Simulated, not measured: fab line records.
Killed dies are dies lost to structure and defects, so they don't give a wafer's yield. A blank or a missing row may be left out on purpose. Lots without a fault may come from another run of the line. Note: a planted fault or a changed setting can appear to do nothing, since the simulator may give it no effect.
Chamber matching | flow n5Finfet | 4 sister chambers for N5_BEOL_M15_ETCH_59 on rieDiel-03
The step etches BARC in N2/H2, target depth 89 nm, overetch 26.7 nm, time 67.9 s. 22 wafers are shown with their chamber, then 11 later ones without.

== WAFERS, EACH WITH ITS CHAMBER ==
wafer  | chamber | drypumpMotorCurrentA (A) | showerheadPlenumPTorr (Torr) | throttleValvePct (%)
L074.3 | 3       | 6.4                      | 2.61                         | 18.44
L074.4 | 0       | 5.1                      | 2.53                         | 18.12
L074.6 | 3       | 6.4                      | 2.61                         | 18.46
L076.1 | 1       | 5.4                      | 2.68                         | 17.87
L076.4 | 3       | 6.4                      | 2.61                         | 18.46
L076.6 | 2       | 5.3                      | 2.51                         | 17.53
L075.1 | 1       | 5.4                      | 2.68                         | 17.88
L075.3 | 3       | 6.4                      | 2.61                         | 18.46
L075.5 | 0       | 5.1                      | 2.53                         | 18.14
L077.3 | 3       | 6.4                      | 2.61                         | 18.46
L077.4 | 2       | 5.3                      | 2.51                         | 17.54
L077.6 | 0       | 5.1                      | 2.53                         | 18.14
L082.2 | 1       | 5.4                      | 2.68                         | 17.91
L082.4 | 3       | 6.4                      | 2.61                         | 18.47
L082.5 | 1       | 5.4                      | 2.68                         | 17.91
L081.3 | 3       | 6.4                      | 2.60                         | 18.48
L081.5 | 3       | 6.4                      | 2.60                         | 18.49
L081.6 | 1       | 5.4                      | 2.68                         | 17.91
L084.1 | 0       | 5.1                      | 2.52                         | 18.15
L084.4 | 3       | 6.3                      | 2.60                         | 18.48
L084.6 | 0       | 5.1                      | 2.52                         | 18.16
L086.2 | 0       | 5.1                      | 2.52                         | 18.17

SIGNATURES (averages over the wafers above)
reading               | chamber 0 | chamber 1 | chamber 2 | chamber 3 | scatter within a chamber
drypumpMotorCurrentA  | 5.100     | 5.400     | 5.300     | 6.389     | 0.0222
showerheadPlenumPTorr | 2.5250    | 2.6800    | 2.5100    | 2.6067    | 0.00441
throttleValvePct      | 18.1467   | 17.8960   | 17.5350   | 18.4667   | 0.0165
Rule: for each reading, subtract the chamber's mean from the wafer's reading, divide by that reading's scatter and square the result; add these up over the readings and take the root, which gives the wafer's distance from the chamber. If the next closest chamber is less than 2 further off than the closest, the wafer can't be placed; otherwise it belongs to the closest. The scatter is the square root of a quotient: the sum, over the shown wafers, of each reading's squared deviation from its chamber's mean, divided by wafers minus chambers.

== WAFERS MISSING THEIR CHAMBER ==
wafer  | drypumpMotorCurrentA (A) | showerheadPlenumPTorr (Torr) | throttleValvePct (%)
L086.3 | 5.4                      | 2.67                         | 17.92
L086.4 | 5.1                      | 2.52                         | 18.17
L088.1 | 5.4                      | 2.67                         | 17.93
L088.4 | 5.1                      | 2.52                         | 18.18
L088.5 | 5.4                      | 2.67                         | 17.93
L091.1 | 5.1                      | 2.51                         | 18.20
L091.2 | 5.4                      | 2.66                         | 17.97
L091.4 | 5.1                      | 2.51                         | 18.21
L094.3 | 5.1                      | 2.51                         | 18.22
L094.4 | 6.3                      | 2.59                         | 18.53
L094.6 | 6.4                      | 2.59                         | 18.52

== WHICH CHAMBER EACH WENT THROUGH ==
wafer  | from the rows above | in truth
L086.3 | 1                   | 1
L086.4 | 0                   | 0
L088.1 | 1                   | 1
L088.4 | 0                   | 0
L088.5 | 1                   | 1
L091.1 | 0                   | 0
L091.2 | 1                   | 1
L091.4 | 0                   | 0
L094.3 | 0                   | 0
L094.4 | 3                   | 3
L094.6 | 3                   | 3
Correctly placed: 11 of 11. Number that these rows cannot place: 0. Number placed wrongly: 0.
